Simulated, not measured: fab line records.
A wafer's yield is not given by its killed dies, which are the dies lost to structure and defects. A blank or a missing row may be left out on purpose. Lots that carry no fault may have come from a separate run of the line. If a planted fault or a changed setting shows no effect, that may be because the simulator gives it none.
fab line records | flow n5-finfet
record lots=7 wafers=39
route steps=1938 shown GATE_CUT@466 MOL_CONTACT_COAG@523
start-h: hours from the record's opening day to when the first of the lot's shown wafers began | wait-h: hours since the lot's step before | " unchanged from the row above | L1.1+2: a row that stands for several wafers | - no value present, or no start provided | * or withheld: withheld | < > ~ a bound
route shown NAME@n: NAME is a module with steps in the file, n the number in the route of the first one | usual: mean/standard deviation taken from wafers without a fault | same: alike in all rows | chamber/n: place in a boat | sites: per-site readings | _std_site: their standard deviation | _edge_site: outer sites' mean less inner sites' | radius-mm: for every site, how far away it sits from the centre of the wafer | mask NAME#n: copy n | behind: the tool/chamber that last shaped the wafer | hold: why the lot was held/for how many hours/how that ended | device: names the non-switching transistor (n, p or np) | end of line: tests run on the same wafers once the route is complete | step lacking rows: just its recipe | killed: dies lost to structure and defects at the first sort, not the wafer's yield | map: the dies of a wafer, with x for killed, . for not killed, _ for no die there
set.NAME: the setting as run; set.NAME@STEP: as run at that earlier step | model.NAME: the simulator's own value behind a step, which no gauge read
one table per step and one row per wafer, for lots whose settings were changed on purpose
## steps
# step N5_GATE_CUT_ETCH_56
# recipe chemistry=Cl2/Ar target=TiN target-depth-a=216 pressure-mtorr=10 icp-w=600 bias-w=60 Cl2_flow_sccm=40 Ar_flow_sccm=60
# columns lot.wafer tool chamber start-h wait-h set.icp-w model.etch.depth-nm
L075.1 rie-metal-03 0 88.77 0.2 600 21.25
L075.2 " 0 " " 600 20.84
L075.3+6 " 0 " " 600 20.86
L075.4 " 0 " " 600 20.98
L075.5 " 0 " " 600 20.95
L078.1 rie-metal-01 1 107.06 0.1 600 21.69
L078.2 " 0 " " 600 22.47
L078.3 " 0 " " 556.4 21.16
L078.4 " 1 " " 600 21.64
L078.5 " 1 " " 556.4 20.2
L078.6 " 0 " " 556.4 20.95
L085.1 rie-metal-01 1 148.17 0.1 494.1 18.33
L085.2 " 0 " " 494.1 19
L085.3 " 0 " " 600 22.56
L085.4 " 1 " " 600 21.84
L085.5 " 1 " " 494.1 18.32
L085.6 " 0 " " 600 22.39
L089.3 rie-metal-02 0 169.86 0.1 600 20.65
L089.4 " 1 " " 600 22.33
L089.5 " 1 " " 600 22.28
L092.1 rie-metal-01 1 186.35 0.1 600 21.81
L092.2 " 0 " " 600 22.39
L092.3 " 1 " " 509.4 18.86
L092.4 " 0 " " 509.4 19.43
L092.5 " 1 " " 509.4 18.82
L092.6 " 0 " " 600 22.53
L096.1 rie-metal-02 1 214.38 0.2 600 22.38
L096.2+5 " 1 " " 600 22.26
L096.3 " 1 " " 486.3 18.37
L096.4 " 1 " " 486.3 18.49
L096.6 " 1 " " 486.3 18.41
L097.1 rie-metal-02 1 217.33 0.2 600 22.13
L097.2+3 " 1 " " 600 22
L097.4 " 1 " " 600 22.28
L097.5 " 1 " " 600 21.93
L097.6 " 1 " " 600 22.18
# step N5_MOL_CONTACT_COAG_EXPOSE_05
# recipe mask-id=CA na=0.33 source-shape=annular sigma-inner=0.4 sigma-outer=0.8 polarization=unpolarized defocus-nm=0 dose-mj=38.25
# columns lot.wafer tool chamber start-h wait-h mask set.dose-mj
L075.1+2+4 euv-scanner-01 0 96.32 - CA#0 38.25
L075.3+5+6 " 0 " " CA#0 36.61
L078.1+3+5 euv-scanner-01 0 114.13 - CA#0 36.07
L078.2+4+6 " 0 " " CA#0 38.25
L085.1+3+5 euv-scanner-02 0 155.43 - CA#0 36.23
L085.2+4+6 " 0 " " CA#0 38.25
L089.3+4+5 euv-scanner-02 0 177.37 - CA#0 38.25
L092.1+2+3+4+5+6 euv-scanner-02 0 193.94 - CA#0 38.25
L096.1+4+5 euv-scanner-02 0 221.84 - CA#0 38.25
L096.2+3+6 " 0 " " CA#0 36.02
L097.1+3+4 euv-scanner-02 0 224.75 - CA#0 38.25
L097.2+5+6 " 0 " " CA#0 40.62
# step N5_MOL_CONTACT_COAG_PEB_06
# recipe peb-temp-c=100 peb-time-s=60 resist=CAR-EUV
# step N5_MOL_CONTACT_COAG_DEVELOP_07
# recipe develop-time-s=30 developer=TMAH resist=CAR-EUV rinse-liquid=surfactant-rinse dry=air-spin dev-temp-c=23
# step N5_MOL_CONTACT_COAG_CD_MEAS_08
# recipe target-cd-nm=28 landing-energy-ev=500 detector=se-inlens polarity=opening
# usual cd-nm=27.99/0.29
# columns lot.wafer tool chamber start-h wait-h set.dose-mj@MOL_CONTACT_COAG_EXPOSE_05 cd-nm
L075.1 cd-sem-03 0 96.45 - 38.25 27.88
L075.2 " 0 " " 38.25 28.38
L075.3 " 0 " " 36.61 27.41
L075.4 " 0 " " 38.25 28.22
L075.5 " 0 " " 36.61 27.12
L075.6 " 0 " " 36.61 27.27
L078.1 cd-sem-03 0 114.26 - 36.07 26.65
L078.2 " 0 " " 38.25 27.74
L078.3 " 0 " " 36.07 26.51
L078.4 " 0 " " 38.25 28.74
L078.5 " 0 " " 36.07 26.50
L078.6 " 0 " " 38.25 28.06
L085.1 cd-sem-02 0 155.56 - 36.23 27.12
L085.2 " 0 " " 38.25 27.82
L085.3 " 0 " " 36.23 26.86
L085.4 " 0 " " 38.25 27.99
L085.5 " 0 " " 36.23 26.51
L085.6 " 0 " " 38.25 27.55
L089.3 cd-sem-01 0 177.49 - 38.25 28.39
L089.4 " 0 " " 38.25 27.98
L089.5 " 0 " " 38.25 27.82
L092.1 cd-sem-03 0 194.07 - 38.25 28.63
L092.2 " 0 " " 38.25 27.81
L092.3 " 0 " " 38.25 27.85
L092.4 " 0 " " 38.25 28.65
L092.5 " 0 " " 38.25 28.54
L092.6 " 0 " " 38.25 28.10
L096.1 cd-sem-03 0 221.97 - 38.25 28.26
L096.2 " 0 " " 36.02 26.71
L096.3 " 0 " " 36.02 26.09
L096.4 " 0 " " 38.25 28.42
L096.5 " 0 " " 38.25 27.70
L096.6 " 0 " " 36.02 26.48
L097.1 cd-sem-03 0 224.88 - 38.25 28.27
L097.2 " 0 " " 40.62 28.89
L097.3 " 0 " " 38.25 28.14
L097.4 " 0 " " 38.25 27.89
L097.5 " 0 " " 40.62 28.94
L097.6 " 0 " " 40.62 28.82
# step N5_MOL_CONTACT_COAG_DESCUM_13
# recipe chemistry=O2 time-s=7 source-power-w=50 bias-power-w=20 pressure-mtorr=20 rf-frequency-hz=2.712e+07 temp-c=40 resist=CAR-EUV o2-flow-sccm=225
# step N5_MOL_CONTACT_COAG_ETCH_59
# recipe chemistry=N2/H2 target=underlayer target-depth-a=130 mask-material=CAR-EUV time-s=10.4 ion-energy-ev=200 pressure-mtorr=30 source-w=840 bias-w=150 n2-flow-sccm=200 h2-flow-sccm=200 ends=cleared
# columns lot.wafer tool chamber start-h wait-h set.dose-mj@MOL_CONTACT_COAG_EXPOSE_05 model.MOL_CONTACT_COAG.cd-offset-nm
L075.1+2 rie-diel-04 3,1 96.61 0.0 38.25 0.4
L075.3 " 2 " " 36.61 -0.6
L075.4 " 0 " " 38.25 0.6
L075.5 " 1 " " 36.61 -1
L075.6 " 0 " " 36.61 -0.4
L078.1+5 rie-diel-05 2,1 114.42 0.0 36.07 -1.2
L078.2 " 3 " " 38.25 -0.2
L078.3 " 1 " " 36.07 -1.6
L078.4 " 0 " " 38.25 0
L078.6 " 2 " " 38.25 0.4
L085.1 rie-diel-05 3 155.73 0.0 36.23 -1.4
L085.2+6 " 0,3 " " 38.25 -0.2
L085.3 " 2 " " 36.23 -0.8
L085.4 " 1 " " 38.25 0
L085.5 " 2 " " 36.23 -1.2
L089.3 rie-diel-06 3 177.69 0.0 38.25 -0.2
L089.4+5 " 0 " " 38.25 0
L092.1+2+3 rie-diel-06 3,1,0 194.36 0.0 38.25 0
L092.4 " 2 " " 38.25 0.4
L092.5+6 " 1,0 " " 38.25 0.2
L096.1+4+5 rie-diel-06 3,2,2 222.19 0.0 38.25 0
L096.2+3+6 " 0,1,1 " " 36.02 -1.6
L097.1+4 rie-diel-04 3,0 225.19 0.0 38.25 0.2
L097.2 " 0 " " 40.62 1.4
L097.3 " 1 " " 38.25 0
L097.5 " 1 " " 40.62 1.2
L097.6 " 3 " " 40.62 1
# step N5_MOL_CONTACT_COAG_ETCH_105
# recipe chemistry=CF4 target=SiARC target-depth-a=156 mask-material=CAR-EUV time-s=26 ion-energy-ev=80 pressure-mtorr=40 source-w=545 bias-w=36 Ar_flow_sccm=100 cf4-flow-sccm=100 ends=cleared
# columns lot.wafer tool chamber start-h wait-h set.dose-mj@MOL_CONTACT_COAG_EXPOSE_05 model.MOL_CONTACT_COAG.cd-offset-nm
L075.1+4 rie-diel-04 3,0 96.63 0.0 38.25 0.4
L075.2 " 1 " " 38.25 0.2
L075.3 " 2 " " 36.61 -0.8
L075.5 " 1 " " 36.61 -1
L075.6 " 0 " " 36.61 -0.4
L078.1+5 rie-diel-05 2,1 114.44 0.0 36.07 -1.2
L078.2+4 " 3,0 " " 38.25 -0.2
L078.3 " 1 " " 36.07 -1.4
L078.6 " 2 " " 38.25 0.4
L085.1 rie-diel-05 3 155.75 0.0 36.23 -1.4
L085.2 " 0 " " 38.25 -0.4
L085.3+5 " 2 " " 36.23 -1
L085.4 " 1 " " 38.25 0.2
L085.6 " 3 " " 38.25 -0.2
L089.3+4 rie-diel-06 3,0 177.71 0.0 38.25 -0.2
L089.5 " 0 " " 38.25 0
L092.1+2+3 rie-diel-06 3,1,0 194.38 0.0 38.25 0
L092.4 " 2 " " 38.25 0.4
L092.5+6 " 1,0 " " 38.25 0.2
L096.1 rie-diel-06 3 222.21 0.0 38.25 -0.2
L096.2+6 " 0,1 " " 36.02 -1.6
L096.3 " 1 " " 36.02 -1.8
L096.4+5 " 2 " " 38.25 0
L097.1+3 rie-diel-04 3,1 225.21 0.0 38.25 0
L097.2 " 0 " " 40.62 1.4
L097.4 " 0 " " 38.25 0.2
L097.5 " 1 " " 40.62 1.2
L097.6 " 3 " " 40.62 1
# step N5_MOL_CONTACT_COAG_ETCH_106
# recipe chemistry=N2/H2 target=SOC target-depth-a=800 overetch-a=160 mask-material=SiARC temp-c=40 time-s=120 ion-energy-ev=200 pressure-mtorr=30 source-w=840 bias-w=150 n2-flow-sccm=200 h2-flow-sccm=200
# step N5_MOL_CONTACT_COAG_STRIP_107
# recipe chemistry=N2/H2 temp-c=40 n2-flow-sccm=200 h2-flow-sccm=200 rf-frequency-hz=6e+07
# step N5_MOL_CONTACT_COAG_ETCH_110
# recipe chemistry=CF4/O2 target=Si target-depth-a=25 time-s=8 pressure-mtorr=100 source-w=200 bias-w=12 ion-energy-ev=60 Ar_flow_sccm=100 cf4-flow-sccm=100 O2_flow_sccm=10
# step N5_MOL_CONTACT_COAG_STRIP_98
# recipe chemistry=N2/H2 power-w=500 temp-c=40 pressure-mtorr=50 rf-frequency-hz=6e+07 overash-fraction=0.3 bias-power-w=8 h2-frac=0.5 n2-flow-sccm=300 h2-flow-sccm=300
# step N5_MOL_CONTACT_COAG_CD_MEAS_99
# recipe target-cd-nm=17.2 polarity=opening
# usual cd-nm=17.2/0.41
# columns lot.wafer tool chamber start-h wait-h set.dose-mj@MOL_CONTACT_COAG_EXPOSE_05 cd-nm
L075.1 cd-sem-02 - 96.97 - 38.25 17.5
L075.2 " - " " 38.25 18.0
L075.3 " - " " 36.61 16.1
L075.4 " - " " 38.25 18.4
L075.5 " - " " 36.61 16.4
L075.6 " - " " 36.61 17.3
L078.1 cd-sem-02 - 114.78 - 36.07 15.9
L078.2 " - " " 38.25 16.4
L078.3 " - " " 36.07 15.8
L078.4 " - " " 38.25 16.6
L078.5 " - " " 36.07 15.9
L078.6 " - " " 38.25 17.5
L085.1 cd-sem-01 - 156.09 - 36.23 16.2
L085.2 " - " " 38.25 16.7
L085.3 " - " " 36.23 16.0
L085.4 " - " " 38.25 17.3
L085.5 " - " " 36.23 15.6
L085.6 " - " " 38.25 17.6
L089.3 cd-sem-02 - 178.05 - 38.25 16.9
L089.4 " - " " 38.25 16.8
L089.5 " - " " 38.25 16.9
L092.1 cd-sem-03 - 194.73 - 38.25 17.6
L092.2 " - " " 38.25 17.0
L092.3 " - " " 38.25 17.2
L092.4 " - " " 38.25 18.1
L092.5 " - " " 38.25 17.3
L092.6 " - " " 38.25 17.5
L096.1 cd-sem-01 - 222.55 - 38.25 17.3
L096.2 " - " " 36.02 15.3
L096.3 " - " " 36.02 15.7
L096.4 " - " " 38.25 17.8
L096.5 " - " " 38.25 17.4
L096.6 " - " " 36.02 15.4
L097.1 cd-sem-03 - 225.56 - 38.25 17.2
L097.2 " - " " 40.62 19.1
L097.3 " - " " 38.25 17.3
L097.4 " - " " 38.25 17.6
L097.5 " - " " 40.62 18.7
L097.6 " - " " 40.62 18.2
## key
split step=N5_GATE_CUT_ETCH_56 setting=icp-w stated=600 by=wafer
response step=N5_GATE_CUT_ETCH_56 reading=model.etch.depth-nm change=+0.206 per=1% r=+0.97
split step=N5_MOL_CONTACT_COAG_EXPOSE_05 setting=dose-mj stated=38.25 by=wafer
response step=N5_MOL_CONTACT_COAG_CD_MEAS_08 reading=cd-nm change=+0.218 per=1% r=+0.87
response step=N5_MOL_CONTACT_COAG_ETCH_59 reading=model.MOL_CONTACT_COAG.cd-offset-nm change=+0.225 per=1% r=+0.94
response step=N5_MOL_CONTACT_COAG_ETCH_105 reading=model.MOL_CONTACT_COAG.cd-offset-nm change=+0.221 per=1% r=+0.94
response step=N5_MOL_CONTACT_COAG_CD_MEAS_99 reading=cd-nm change=+0.249 per=1% r=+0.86
